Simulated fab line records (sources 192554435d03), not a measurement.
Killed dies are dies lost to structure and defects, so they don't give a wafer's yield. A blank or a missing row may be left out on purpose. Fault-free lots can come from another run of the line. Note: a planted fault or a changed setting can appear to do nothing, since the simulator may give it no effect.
fab line records    flow n5Finfet
record: lots: 24  wafers: 72  lastDay: 18
route steps=1938 shown BEOL_M9@1402
lots untouched by any fault: they come from a run of this same line in which no faults occurred
startH: the number of hours between the record's first day and the start of the first shown wafer of the lot    waitH: hours elapsed since this lot's preceding step    " unchanged from the row above    L1.1+2: a single row standing in for several wafers    - either no value or no given start    * or withheld: withheld    < > ~ a bound
route shown NAME@n: a module of which the file shows steps, and the number in the route of the first    usual: mean/standard deviation of fault-free wafers    same: alike in all rows    chamber/n: place in a boat    sites: each site's reading    _std_site: the values' standard deviation    _edge_site: mean of outer sites minus mean of inner sites    radiusMm: for every site, how far away it sits from the centre of the wafer    mask NAME#n: copy n    behind: the tool/chamber that last shaped the wafer    hold: cause of the lot's hold/its duration in hours/its outcome    device: the n, p or np transistor that did not switch    end of line: the same wafers' tests at the end of the route    a step without rows: its recipe alone    killed: count of dies lost to structure and defects at first sort (not the wafer's yield)    map: a wafer's dies, x killed, . not, _ none there
set.NAME: the setting as run; set.NAME@STEP: as run at that earlier step    model.NAME: the simulator's own value behind a step, which no gauge read
a sample of lots followed through the steps of the route, with each step as a table and each wafer as a row
services: the hour from which a tool's chamber was out of use, counted from the record's first day as startH (under 0 if before that day), plus the number of hours and why
== steps ==
step: N5_BEOL_M9_CURE_71
recipe: tempC: 385  timeS: 240  ambient: He/Ar  material: SiCOH_lowk
usual: lampPowerPct: 52.31/0.059  wafer_temp_C_max: 386.9/0.79
same: timeS: 240
lot.wafer  tool       chamber  startH  waitH  lampPowerPct  wafer_temp_C_max
L074.3     uvCure-01  0        218.03  1.4    52.28         386.3
L074.4     "          0        "       "      52.31         386.3
L074.6     "          0        "       "      52.23         387.0
L076.1     uvCure-03  1        225.22  0.0    52.27         387.5
L076.4     "          1        "       "      52.31         386.8
L076.6     "          1        "       "      52.28         386.4
L075.1     uvCure-02  0        225.50  0.1    52.31         387.8
L075.3     "          0        "       "      52.30         389.3
L075.5     "          0        "       "      52.28         388.6
L077.3     uvCure-03  1        246.86  0.4    52.26         386.3
L077.4     "          1        "       "      52.34         386.8
L077.6     "          1        "       "      52.32         386.7
L079.1     uvCure-02  1        254.65  0.0    52.27         386.5
L079.4     "          1        "       "      52.32         386.4
L079.6     "          1        "       "      52.35         387.7
L078.2     uvCure-02  2        255.41  0.1    52.37         385.7
L078.3     "          2        "       "      52.40         386.3
L078.6     "          2        "       "      52.29         386.4
L080.4     uvCure-03  1        259.06  0.3    52.33         386.7
L080.5     "          1        "       "      52.29         386.7
L080.6     "          1        "       "      52.31         386.6
L082.2     uvCure-01  2        267.92  0.1    52.23         387.7
L082.4     "          2        "       "      52.32         388.1
L082.5     "          2        "       "      52.35         387.2
L081.3     uvCure-03  1        268.25  0.2    52.33         386.9
L081.5     "          1        "       "      52.38         386.7
L081.6     "          1        "       "      52.27         386.6
L083.1     uvCure-03  0        271.70  0.0    52.28         386.5
L083.4     "          0        "       "      52.31         386.0
L083.6     "          0        "       "      52.22         386.1
L084.1     uvCure-01  1        276.32  0.0    52.27         387.4
L084.4     "          1        "       "      52.24         387.3
L084.6     "          1        "       "      52.31         387.1
L085.1     uvCure-02  0        289.24  0.0    52.27         388.2
L085.2     "          0        "       "      52.29         388.5
L085.3     "          0        "       "      52.43         388.2
L087.1     uvCure-02  1        294.14  0.0    52.24         386.7
L087.3     "          1        "       "      52.33         386.1
L087.5     "          1        "       "      52.28         386.7
L086.2     uvCure-03  2        296.21  0.1    52.23         387.3
L086.3     "          2        "       "      52.31         388.5
L086.4     "          2        "       "      52.29         387.4
L090.1     uvCure-03  0        305.32  0.0    52.31         386.4
L090.3     "          0        "       "      52.34         386.3
L090.6     "          0        "       "      52.29         386.7
L089.1     uvCure-02  1        308.57  0.0    52.38         386.5
L089.5     "          1        "       "      52.28         387.2
L089.6     "          1        "       "      52.34         386.8
L088.1     uvCure-02  2        314.02  0.0    52.36         386.3
L088.4     "          2        "       "      52.25         386.1
L088.5     "          2        "       "      52.24         386.1
L092.1     uvCure-01  2        324.59  0.0    52.33         387.9
L092.2     "          2        "       "      52.25         387.6
L092.3     "          2        "       "      52.29         387.5
L093.1     uvCure-02  0        324.90  0.3    52.35         387.6
L093.3     "          0        "       "      52.29         388.8
L093.4     "          0        "       "      52.36         389.4
L091.1     uvCure-03  0        344.65  0.7    52.34         386.6
L091.2     "          0        "       "      52.44         386.6
L091.4     "          0        "       "      52.33         385.9
L094.3     uvCure-01  0        346.80  0.4    52.36         387.0
L094.4     "          0        "       "      52.38         386.5
L094.6     "          0        "       "      52.42         386.6
L096.3     uvCure-01  2        347.76  0.4    52.29         387.6
L096.5     "          2        "       "      52.23         387.4
L096.6     "          2        "       "      52.28         387.8
L095.2     uvCure-03  2        352.01  0.1    52.31         386.7
L095.5     "          2        "       "      52.27         386.8
L095.6     "          2        "       "      52.38         387.0
L097.2     uvCure-03  0        358.27  0.1    52.36         386.7
L097.3     "          0        "       "      52.34         385.7
L097.5     "          0        "       "      52.24         386.5
step: N5_BEOL_M9_CD_MEAS_28
recipe: targetCdNm: 70  landingEnergyEv: 500  detector: seInlens  polarity: opening
usual: cdNm: 69.93/0.26
lot.wafer  tool      chamber  startH  waitH  cdNm
L074.3     cdSem-02  0        221.02  -      69.52
L074.4     "         0        "       "      69.44
L074.6     "         0        "       "      70.30
L076.1     cdSem-03  0        231.79  -      69.93
L076.4     "         0        "       "      69.62
L076.6     "         0        "       "      70.04
L075.1     cdSem-02  0        231.83  -      69.67
L075.3     "         0        "       "      70.11
L075.5     "         0        "       "      70.16
L077.3     cdSem-01  0        252.15  -      69.99
L077.4     "         0        "       "      69.94
L077.6     "         0        "       "      69.47
L079.1     cdSem-01  0        258.92  -      69.92
L079.4     "         0        "       "      69.60
L079.6     "         0        "       "      70.19
L078.2     cdSem-02  0        258.96  -      70.05
L078.3     "         0        "       "      69.13
L078.6     "         0        "       "      69.77
L080.4     cdSem-01  0        261.56  -      69.91
L080.5     "         0        "       "      70.03
L080.6     "         0        "       "      69.97
L082.2     cdSem-03  0        271.10  -      69.71
L082.4     "         0        "       "      69.87
L082.5     "         0        "       "      69.62
L081.3     cdSem-02  0        271.30  -      70.37
L081.5     "         0        "       "      69.50
L081.6     "         0        "       "      69.73
L083.1     cdSem-01  0        274.93  -      69.95
L083.4     "         0        "       "      69.91
L083.6     "         0        "       "      69.99
L084.1     cdSem-02  0        280.99  -      70.24
L084.4     "         0        "       "      69.93
L084.6     "         0        "       "      70.54
L085.1     cdSem-02  0        291.95  -      69.78
L085.2     "         0        "       "      70.16
L085.3     "         0        "       "      70.09
L087.1     cdSem-02  0        297.88  -      69.73
L087.3     "         0        "       "      69.62
L087.5     "         0        "       "      69.94
L086.2     cdSem-01  0        299.27  -      70.15
L086.3     "         0        "       "      70.05
L086.4     "         0        "       "      70.23
L090.1     cdSem-01  0        310.11  -      69.87
L090.3     "         0        "       "      69.76
L090.6     "         0        "       "      69.84
L089.1     cdSem-01  0        312.73  -      70.04
L089.5     "         0        "       "      70.01
L089.6     "         0        "       "      69.71
L088.1     cdSem-01  0        318.50  -      69.99
L088.4     "         0        "       "      69.92
L088.5     "         0        "       "      69.82
L093.1     cdSem-02  0        330.07  -      69.53
L093.3     "         0        "       "      69.61
L093.4     "         0        "       "      69.53
L092.1     cdSem-01  0        330.26  -      70.22
L092.2     "         0        "       "      69.85
L092.3     "         0        "       "      69.96
L091.1     cdSem-01  0        348.61  -      69.70
L091.2     "         0        "       "      70.07
L091.4     "         0        "       "      69.74
L094.3     cdSem-02  0        350.96  -      70.26
L094.4     "         0        "       "      70.21
L094.6     "         0        "       "      70.01
L096.3     cdSem-02  0        353.09  -      69.83
L096.5     "         0        "       "      70.15
L096.6     "         0        "       "      70.11
L095.2     cdSem-01  0        356.27  -      69.77
L095.5     "         0        "       "      70.32
L095.6     "         0        "       "      69.75
L097.2     cdSem-01  0        363.20  -      70.41
L097.3     "         0        "       "      69.99
L097.5     "         0        "       "      70.02
step: N5_BEOL_M9_STRIP_80
recipe: chemistry: N2/H2  timeS: 10  powerW: 450  tempC: 40  pressureMtorr: 20  rfFrequencyHz: 6e+07  biasPowerW: 7  n2FlowSccm: 200  h2FlowSccm: 200
usual: drypumpMotorCurrentA: 5.6/0.44  oesProductAu: 0.79/0.077  rfVppV: 59.2/0.92  showerheadPlenumPTorr: 2.54/0.08  throttleValvePct: 23.8/0.4
same: timeS: 10
lot.wafer  tool        chamber  startH  waitH  drypumpMotorCurrentA  oesProductAu  rfHoursCounterH  rfVppV  showerheadPlenumPTorr  throttleValvePct
L074.3     rieDiel-06  2        -       -      6.1                   0.69          232              59.1    2.50                   23.4
L074.4     "           1        "       "      5.7                   0.75          186              60.4    2.53                   23.8
L074.6     "           2        "       "      6.0                   0.69          -                59.3    2.50                   23.4
L076.1     rieDiel-04  0        -       -      5.9                   0.71          197              57.7    2.54                   24.1
L076.4     "           3        "       "      5.2                   0.84          53               59.7    2.48                   23.8
L076.6     "           3        "       "      5.2                   0.85          -                58.2    2.48                   23.8
L075.1     rieDiel-03  2        -       -      5.3                   0.90          19               59.4    2.51                   23.2
L075.3     "           0        "       "      5.1                   0.72          214              59.0    2.53                   23.9
L075.5     "           0        "       "      5.1                   0.72          -                60.0    2.53                   23.9
L077.3     rieDiel-06  0        -       -      5.2                   0.80          98               59.7    2.44                   23.2
L077.4     "           2        "       "      6.0                   0.68          244              59.3    2.49                   23.5
L077.6     "           1        "       "      5.7                   0.74          -                59.2    2.52                   23.8
L079.1     rieDiel-04  0        -       -      5.9                   0.70          210              59.9    2.53                   24.1
L079.4     "           0        "       "      5.9                   0.70          -                58.7    2.53                   24.1
L079.6     "           1        "       "      5.3                   0.70          -                58.9    2.50                   23.5
L078.2     rieDiel-06  2        -       -      6.1                   0.66          246              58.5    2.49                   23.5
L078.3     "           3        "       "      6.2                   0.84          62               58.2    2.58                   23.8
L078.6     "           3        "       "      6.2                   0.83          -                59.6    2.58                   23.8
L080.4     rieDiel-06  0        -       -      5.2                   0.80          101              58.9    2.43                   23.2
L080.5     "           0        "       "      5.2                   0.78          -                58.1    2.43                   23.2
L080.6     "           1        "       "      5.7                   0.73          -                58.5    2.52                   23.8
L082.2     rieDiel-04  0        -       -      5.9                   0.71          216              58.4    2.53                   24.1
L082.4     "           3        "       "      5.2                   0.83          71               58.9    2.47                   23.8
L082.5     "           0        "       "      5.9                   0.71          -                57.7    2.53                   24.1
L081.3     rieDiel-03  0        -       -      5.1                   0.71          221              59.2    2.53                   23.9
L081.5     "           1        "       "      5.4                   0.86          -                61.6    2.68                   23.6
L081.6     "           0        "       "      5.1                   0.71          -                59.4    2.53                   23.9
L083.1     rieDiel-06  3        -       -      6.2                   0.84          68               59.4    2.58                   23.9
L083.4     "           0        "       "      5.2                   0.79          -                60.1    2.43                   23.2
L083.6     "           1        "       "      5.7                   0.73          -                59.3    2.52                   23.8
L084.1     rieDiel-03  0        -       -      5.1                   0.71          223              59.3    2.53                   23.9
L084.4     "           3        "       "      6.4                   0.86          75               58.9    2.61                   24.6
L084.6     "           2        "       "      5.3                   0.87          -                58.8    2.51                   23.3
L085.1     rieDiel-06  0        -       -      5.2                   0.78          110              59.1    2.43                   23.2
L085.2     "           1        "       "      5.7                   0.72          213              59.9    2.51                   23.8
L085.3     "           3        "       "      6.2                   0.84          74               57.5    2.57                   23.9
L087.1     rieDiel-04  1        -       -      5.2                   0.69          243              59.1    2.49                   23.5
L087.3     "           2        "       "      5.7                   0.95          12               61.2    2.73                   24.4
L087.5     "           0        "       "      5.9                   0.70          -                58.5    2.53                   24.1
L086.2     rieDiel-06  1        -       -      5.7                   0.73          216              59.2    2.51                   23.8
L086.3     "           0        "       "      5.2                   0.78          113              57.4    2.43                   23.3
L086.4     "           2        "       "      6.0                   0.97          2                57.7    2.49                   23.4
L090.1     rieDiel-03  0        -       -      5.1                   0.70          234              60.6    2.52                   23.9
L090.3     "           1        "       "      5.4                   0.82          57               59.1    2.67                   23.6
L090.6     "           1        "       "      5.4                   0.83          -                61.1    2.67                   23.6
L089.1     rieDiel-03  3        -       -      6.4                   0.84          86               59.1    2.60                   24.6
L089.5     "           0        "       "      5.1                   0.70          -                60.1    2.52                   23.9
L089.6     "           1        "       "      5.4                   0.84          -                59.3    2.67                   23.6
L088.1     rieDiel-03  1        -       -      5.4                   0.82          62               59.3    2.67                   23.6
L088.4     "           1        "       "      5.4                   0.82          -                59.4    2.67                   23.6
L088.5     "           3        "       "      6.4                   0.83          -                59.4    2.60                   24.6
L093.1     rieDiel-06  0        -       -      5.2                   0.77          123              59.8    2.43                   23.2
L093.3     "           1        "       "      5.7                   0.71          225              58.5    2.51                   23.9
L093.4     "           2        "       "      6.1                   0.93          12               58.0    2.48                   23.4
L092.1     rieDiel-06  2        -       -      6.1                   0.93          12               58.9    2.48                   23.4
L092.2     "           0        "       "      5.2                   0.77          123              59.9    2.43                   23.2
L092.3     "           1        "       "      5.7                   0.72          225              58.0    2.51                   23.9
L091.1     rieDiel-03  1        -       -      5.4                   0.83          76               61.8    2.66                   23.6
L091.2     "           3        "       "      6.4                   0.82          103              59.2    2.59                   24.6
L091.4     "           1        "       "      5.4                   0.82          -                60.8    2.66                   23.6
L094.3     rieDiel-04  0        -       -      5.9                   0.68          245              59.7    2.52                   24.2
L094.4     "           0        "       "      5.9                   0.69          -                59.2    2.52                   24.2
L094.6     "           3        "       "      5.2                   0.80          -                59.0    2.46                   23.9
L096.3     rieDiel-03  1        -       -      5.4                   0.81          78               58.9    2.66                   23.6
L096.5     "           1        "       "      5.4                   0.81          -                59.7    2.66                   23.6
L096.6     "           0        "       "      5.1                   0.69          -                59.1    2.51                   23.9
L095.2     rieDiel-06  1        -       -      5.7                   0.71          229              58.7    2.51                   23.9
L095.5     "           1        "       "      5.7                   0.71          -                59.9    2.51                   23.9
L095.6     "           0        "       "      5.2                   0.77          -                57.8    2.42                   23.3
L097.2     rieDiel-04  0        -       -      5.9                   0.69          251              58.8    2.51                   24.2
L097.3     "           3        "       "      5.2                   0.80          104              57.9    2.45                   23.9
L097.5     "           3        "       "      5.2                   0.80          -                59.8    2.45                   23.9
step: N5_BEOL_M9_DEGAS_44
recipe: ambient: vacuum  tempC: 250  timeS: 60
usual: heaterPowerW: 337/22  susceptorTempC: 249.96/0.19
same: timeS: 60
lot.wafer  tool           chamber  startH  waitH  heaterPowerW  susceptorTempC
L074.3     pvdSputter-01  -        222.24  0.3    351           250.16
L074.4     "              -        "       "      378           249.95
L074.6     "              -        "       "      370           249.73
L076.1     pvdSputter-01  -        233.56  0.9    351           250.27
L076.4     "              -        "       "      313           249.76
L076.6     "              -        "       "      368           249.77
L075.1     pvdSputter-01  -        233.68  0.9    343           250.04
L075.3     "              -        "       "      312           249.96
L075.5     "              -        "       "      373           250.22
L077.3     pvdSputter-01  -        256.03  2.1    313           250.01
L077.4     "              -        "       "      349           250.03
L077.6     "              -        "       "      351           249.68
L079.1     pvdSputter-02  -        260.16  0.4    362           249.87
L079.4     "              -        "       "      340           249.78
L079.6     "              -        "       "      319           250.29
L078.2     pvdSputter-02  -        260.24  0.4    334           250.00
L078.3     "              -        "       "      355           249.30
L078.6     "              -        "       "      365           249.78
L080.4     pvdSputter-02  -        262.96  0.4    342           250.03
L080.5     "              -        "       "      312           250.19
L080.6     "              -        "       "      344           249.84
L082.2     pvdSputter-03  -        272.71  0.7    324           249.81
L082.4     "              -        "       "      355           249.88
L082.5     "              -        "       "      357           249.98
L081.3     pvdSputter-01  -        272.75  0.4    352           250.08
L081.5     "              -        "       "      354           250.17
L081.6     "              -        "       "      309           250.18
L083.1     pvdSputter-03  -        276.21  0.5    296           249.87
L083.4     "              -        "       "      357           249.97
L083.6     "              -        "       "      355           250.01
L084.1     pvdSputter-02  -        282.23  0.3    332           250.12
L084.4     "              -        "       "      309           249.88
L084.6     "              -        "       "      361           250.05
L085.1     pvdSputter-03  -        293.09  0.3    336           250.15
L085.2     "              -        "       "      331           249.82
L085.3     "              -        "       "      352           250.13
L087.1     pvdSputter-03  -        299.80  0.7    342           249.82
L087.3     "              -        "       "      337           250.09
L087.5     "              -        "       "      339           250.04
L086.2     pvdSputter-02  -        300.86  0.6    315           249.89
L086.3     "              -        "       "      360           249.90
L086.4     "              -        "       "      316           250.17
L090.1     pvdSputter-02  -        311.85  0.9    347           249.94
L090.3     "              -        "       "      358           249.99
L090.6     "              -        "       "      336           249.42
L089.1     pvdSputter-02  -        314.42  0.7    323           250.31
L089.5     "              -        "       "      317           250.09
L089.6     "              -        "       "      315           249.84
L088.1     pvdSputter-02  -        319.99  0.6    324           250.03
L088.4     "              -        "       "      313           250.29
L088.5     "              -        "       "      311           250.11
L093.1     pvdSputter-03  -        331.23  0.3    361           249.77
L093.3     "              -        "       "      341           249.80
L093.4     "              -        "       "      336           250.04
L092.1     pvdSputter-01  -        331.74  0.4    309           249.95
L092.2     "              -        "       "      352           249.91
L092.3     "              -        "       "      387           250.34
L091.1     pvdSputter-01  -        350.35  0.5    320           250.21
L091.2     "              -        "       "      373           249.82
L091.4     "              -        "       "      352           250.21
L094.3     pvdSputter-02  -        352.18  0.3    320           249.91
L094.4     "              -        "       "      311           249.80
L094.6     "              -        "       "      363           250.14
L096.3     pvdSputter-02  -        354.56  0.4    347           249.92
L096.5     "              -        "       "      358           249.63
L096.6     "              -        "       "      320           249.85
L095.2     pvdSputter-03  -        358.23  0.4    338           250.14
L095.5     "              -        "       "      293           250.02
L095.6     "              -        "       "      346           249.91
L097.2     pvdSputter-03  -        365.31  0.9    300           249.91
L097.3     "              -        "       "      342           250.04
L097.5     "              -        "       "      342           249.95
step: N5_BEOL_M9_CMP_52
recipe: stopOn: SiCOH_lowk  tOverpolishS: 7  downForcePsi: 1  platenRpm: 50  clearingPlatenDownForcePsi: 1.5  clearingPlatenRpm: 50  postCmpClean: cuAlkaline  targetThkNm: 140  clearingPlatenPadVelocityMS: 0.99484  padVelocityMS: 0.99484
usual: barrierFieldEndpointS: 28.8/0.86  clearingPlatenRpm: 50.002/0.026  motorCurrentA: 6.2/0.73  overpolishRunS: 7.000/0.0095  platenRpm: 49.99/0.033  slurryFlowMlMin: 150.1/0.48  timeToEndpointS: 66/3.2
lot.wafer  tool    chamber  startH  waitH  barrierFieldEndpointS  clearingPlatenRpm  motorCurrentA  overpolishRunS  platenRpm  slurryFlowMlMin  timeToEndpointS
L074.3     cmp-02  2        223.64  0.2    28.3                   49.992             5.6            6.986           50.01      150.2            61
L074.4     "       3        "       "      28.8                   50.004             6.3            7.000           49.94      150.3            70
L074.6     "       1        "       "      29.9                   50.025             7.3            7.018           50.03      150.0            68
L076.4     cmp-03  2        235.59  0.1    28.2                   49.955             6.6            6.998           49.98      150.8            64
L076.1     "       1        "       "      28.7                   49.995             5.8            7.019           50.03      150.4            66
L076.6     "       2        "       "      28.3                   49.967             6.9            6.995           50.03      150.5            66
L075.1     cmp-03  1        235.93  0.3    28.5                   50.018             6.2            6.996           49.97      151.5            70
L075.3     "       2        "       "      28.5                   50.005             6.5            7.016           50.00      150.6            67
L075.5     "       3        "       "      29.1                   50.017             5.9            6.991           50.00      151.2            71
L077.3     cmp-01  0        257.26  0.2    29.2                   50.041             6.4            6.994           50.01      150.2            67
L077.4     "       1        "       "      29.8                   50.020             6.6            7.005           49.94      149.8            63
L077.6     "       1        "       "      28.1                   49.964             6.3            6.987           49.99      149.2            62
L079.1     cmp-02  2        261.70  0.3    27.2                   50.033             6.0            6.989           49.99      150.3            63
L079.4     "       3        "       "      28.7                   50.032             6.5            7.006           49.98      150.8            68
L079.6     "       2        "       "      27.2                   50.000             6.1            6.999           49.92      149.3            65
L078.3     cmp-01  3        261.97  0.2    28.5                   50.010             5.1            7.002           49.99      150.3            64
L078.2     "       1        "       "      28.2                   49.996             6.5            7.016           50.00      150.6            67
L078.6     "       3        "       "      28.1                   50.019             5.1            7.001           50.01      150.5            64
L080.4     cmp-01  2        264.52  0.4    29.0                   49.989             4.9            7.019           50.06      150.5            62
L080.6     "       3        "       "      28.8                   49.970             5.2            7.012           49.94      149.4            64
L080.5     "       0        "       "      29.6                   49.988             6.1            6.991           49.98      149.5            67
L082.2     cmp-01  1        273.89  0.2    27.2                   49.999             6.4            6.994           50.00      149.6            64
L082.4     "       2        "       "      28.2                   50.018             4.8            6.997           49.98      149.6            63
L082.5     "       0        "       "      29.8                   49.983             5.9            7.011           49.98      150.1            71
L081.3     cmp-01  3        274.20  0.2    29.6                   50.009             5.1            6.997           49.97      149.8            69
L081.5     "       1        "       "      30.1                   49.967             6.5            7.007           50.07      149.4            66
L081.6     "       2        "       "      28.2                   49.972             4.9            7.000           49.96      150.7            63
L083.1     cmp-03  2        277.62  0.3    27.4                   50.030             6.4            6.993           49.97      149.8            67
L083.4     "       3        "       "      28.5                   50.004             6.0            7.009           50.05      150.0            66
L083.6     "       2        "       "      27.8                   50.078             6.2            6.982           50.01      149.5            65
L084.1     cmp-02  2        285.67  0.3    29.4                   50.005             6.2            7.019           49.92      150.2            68
L084.4     "       3        "       "      29.9                   49.948             6.2            7.003           49.99      149.5            73
L084.6     "       0        "       "      28.1                   50.004             6.5            7.001           50.02      150.0            68
L085.2     cmp-03  2        294.37  0.2    28.8                   49.996             6.7            7.003           49.96      150.2            65
L085.3     "       0        "       "      28.1                   49.994             7.2            7.023           49.98      148.6            66
L085.1     "       1        "       "      29.7                   49.996             5.7            6.997           49.98      150.5            67
L087.1     cmp-02  2        301.41  0.3    28.2                   50.012             6.1            6.980           49.99      149.9            66
L087.3     "       1        "       "      28.4                   50.009             6.9            6.982           49.99      149.5            70
L087.5     "       3        "       "      28.8                   49.955             6.2            6.996           49.96      149.0            71
L086.4     cmp-01  2        302.45  0.1    28.5                   49.970             4.9            6.999           50.02      149.8            61
L086.2     "       0        "       "      29.6                   50.022             6.2            6.996           50.00      149.7            71
L086.3     "       1        "       "      27.4                   49.998             6.4            6.999           49.94      150.3            64
L090.1     cmp-03  0        313.53  0.3    28.9                   49.996             7.3            6.994           49.98      151.2            65
L090.3     "       1        "       "      27.9                   50.017             5.7            7.008           50.03      150.6            67
L090.6     "       2        "       "      29.4                   50.038             6.9            6.999           49.94      150.1            61
L089.1     cmp-01  0        315.80  0.4    28.8                   50.002             6.1            7.000           49.97      149.5            70
L089.5     "       1        "       "      28.7                   50.014             6.4            7.006           49.96      149.5            68
L089.6     "       2        "       "      29.0                   50.010             4.9            6.983           49.94      149.9            64
L088.1     cmp-03  3        321.25  0.3    29.8                   49.989             5.9            7.000           49.99      150.1            70
L088.4     "       1        "       "      30.5                   50.018             5.8            7.010           50.01      150.3            68
L088.5     "       3        "       "      29.9                   50.010             6.0            7.003           50.02      151.0            70
L093.4     cmp-03  1        332.45  0.2    29.5                   50.007             5.7            7.003           50.02      149.7            66
L093.3     "       2        "       "      29.6                   49.963             6.6            6.977           50.05      150.0            67
L093.1     "       3        "       "      28.9                   50.005             5.8            7.007           50.03      150.7            68
L092.3     cmp-02  0        333.25  0.2    29.5                   50.010             6.3            6.992           50.00      150.1            64
L092.1     "       1        "       "      28.9                   50.003             7.2            7.008           50.00      149.5            69
L092.2     "       2        "       "      27.6                   49.999             6.4            6.998           49.98      149.9            60
L091.1     cmp-02  3        352.56  0.3    29.6                   49.968             5.9            7.012           49.98      150.6            66
L091.2     "       0        "       "      27.6                   50.010             6.2            7.013           50.00      150.9            62
L091.4     "       2        "       "      28.3                   49.976             6.1            7.000           50.00      150.4            60
L094.4     cmp-01  1        354.12  0.1    29.9                   50.017             6.9            6.992           50.03      150.0            66
L094.3     "       0        "       "      29.7                   50.006             6.0            6.991           50.02      150.1            71
L094.6     "       2        "       "      28.7                   49.964             4.9            6.994           49.99      150.3            62
L096.3     cmp-02  1        355.72  0.2    27.5                   49.966             7.2            6.994           50.00      150.0            66
L096.6     "       3        "       "      28.8                   49.996             6.3            6.998           49.95      150.4            64
L096.5     "       0        "       "      29.5                   49.992             6.4            7.011           50.02      150.0            64
L095.2     cmp-02  1        360.97  0.3    29.9                   50.002             7.3            7.003           49.97      150.0            67
L095.6     "       3        "       "      28.4                   50.000             6.0            6.994           49.91      150.0            66
L095.5     "       0        "       "      28.6                   50.070             6.4            7.006           49.98      150.3            64
L097.3     cmp-02  0        367.83  0.2    29.5                   49.980             6.4            6.994           49.99      149.8            67
L097.2     "       1        "       "      29.6                   50.022             7.1            7.006           49.98      149.8            70
L097.5     "       1        "       "      29.8                   50.031             7.6            7.001           50.02      150.3            71
step: N5_BEOL_M9_INSPECT_58
recipe: inspectInstrument: darkfield  mode: postDep
usual: rawDefectCount: 69/20
lot.wafer  tool              chamber  startH  waitH  rawDefectCount
L074.3     defectInspect-01  -        224.05  0.0    73
L074.4     "                 -        "       "      77
L074.6     "                 -        "       "      66
L076.1     defectInspect-02  -        236.04  0.0    120
L076.4     "                 -        "       "      79
L076.6     "                 -        "       "      92
L075.1     defectInspect-01  -        236.31  0.0    46
L075.3     "                 -        "       "      48
L075.5     "                 -        "       "      23
L077.3     defectInspect-02  -        257.72  0.0    78
L077.4     "                 -        "       "      67
L077.6     "                 -        "       "      61
L079.1     defectInspect-01  -        262.16  0.0    50
L079.4     "                 -        "       "      86
L079.6     "                 -        "       "      90
L078.2     defectInspect-02  -        262.44  0.0    63
L078.3     "                 -        "       "      64
L078.6     "                 -        "       "      59
L080.4     defectInspect-01  -        264.87  0.0    52
L080.5     "                 -        "       "      37
L080.6     "                 -        "       "      44
L082.2     defectInspect-01  -        274.31  0.0    44
L082.4     "                 -        "       "      56
L082.5     "                 -        "       "      59
L081.3     defectInspect-02  -        274.58  0.0    47
L081.5     "                 -        "       "      55
L081.6     "                 -        "       "      51
L083.1     defectInspect-02  -        278.07  0.0    89
L083.4     "                 -        "       "      53
L083.6     "                 -        "       "      58
L084.1     defectInspect-02  -        286.04  0.0    63
L084.4     "                 -        "       "      89
L084.6     "                 -        "       "      75
L085.1     defectInspect-01  -        294.83  0.0    87
L085.2     "                 -        "       "      50
L085.3     "                 -        "       "      52
L087.1     defectInspect-02  -        301.87  0.0    51
L087.3     "                 -        "       "      66
L087.5     "                 -        "       "      34
L086.2     defectInspect-02  -        302.90  0.0    94
L086.3     "                 -        "       "      66
L086.4     "                 -        "       "      81
L090.1     defectInspect-02  -        313.91  0.0    62
L090.3     "                 -        "       "      51
L090.6     "                 -        "       "      83
L089.1     defectInspect-02  -        316.14  0.0    48
L089.5     "                 -        "       "      78
L089.6     "                 -        "       "      75
L088.1     defectInspect-02  -        321.71  0.0    62
L088.4     "                 -        "       "      91
L088.5     "                 -        "       "      52
L093.1     defectInspect-02  -        332.90  0.0    49
L093.3     "                 -        "       "      57
L093.4     "                 -        "       "      68
L092.1     defectInspect-02  -        333.73  0.0    58
L092.2     "                 -        "       "      48
L092.3     "                 -        "       "      97
L091.1     defectInspect-01  -        353.01  0.0    71
L091.2     "                 -        "       "      47
L091.4     "                 -        "       "      110
L094.3     defectInspect-01  -        354.57  0.0    57
L094.4     "                 -        "       "      90
L094.6     "                 -        "       "      36
L096.3     defectInspect-01  -        356.10  0.0    88
L096.5     "                 -        "       "      90
L096.6     "                 -        "       "      78
L095.2     defectInspect-01  -        361.35  0.0    126
L095.5     "                 -        "       "      59
L095.6     "                 -        "       "      50
L097.2     defectInspect-02  -        368.29  0.0    64
L097.3     "                 -        "       "      70
L097.5     "                 -        "       "      57
== services ==
tool           chamber  startH  hours  kind
uvCure-02      -        211.97  7.6    repair
cmp-01         -        213.14  15.0   pm
uvCure-01      -        235.86  1.0    pm
uvCure-03      -        236.04  1.0    pm
rieDiel-03     -        239.00  15.6   pm
cmp-01         -        241.18  2.2    pm
cmp-01         -        243.90  4.0    pm
cmp-02         -        248.06  0.8    repair
cmp-02         -        252.76  2.7    repair
cmp-01         -        260.80  0.8    repair
cmp-02         -        263.10  2.0    repair
rieDiel-06     0        267.66  4.5    repair
uvCure-01      -        271.91  2.1    pm
rieDiel-04     3        278.44  4.5    repair
cmp-03         -        281.13  8.0    repair
rieDiel-03     2        296.51  115.9  repair
cmp-02         -        303.32  1.6    repair
cmp-02         -        307.52  0.3    repair
cmp-02         -        315.83  4.0    pm
cmp-02         -        319.83  4.8    pm
uvCure-02      -        340.00  7.5    pm
rieDiel-06     -        340.42  15.6   pm
cmp-03         -        350.24  3.0    pm
pvdSputter-01  -        363.48  2.4    repair
== key ==
fault none
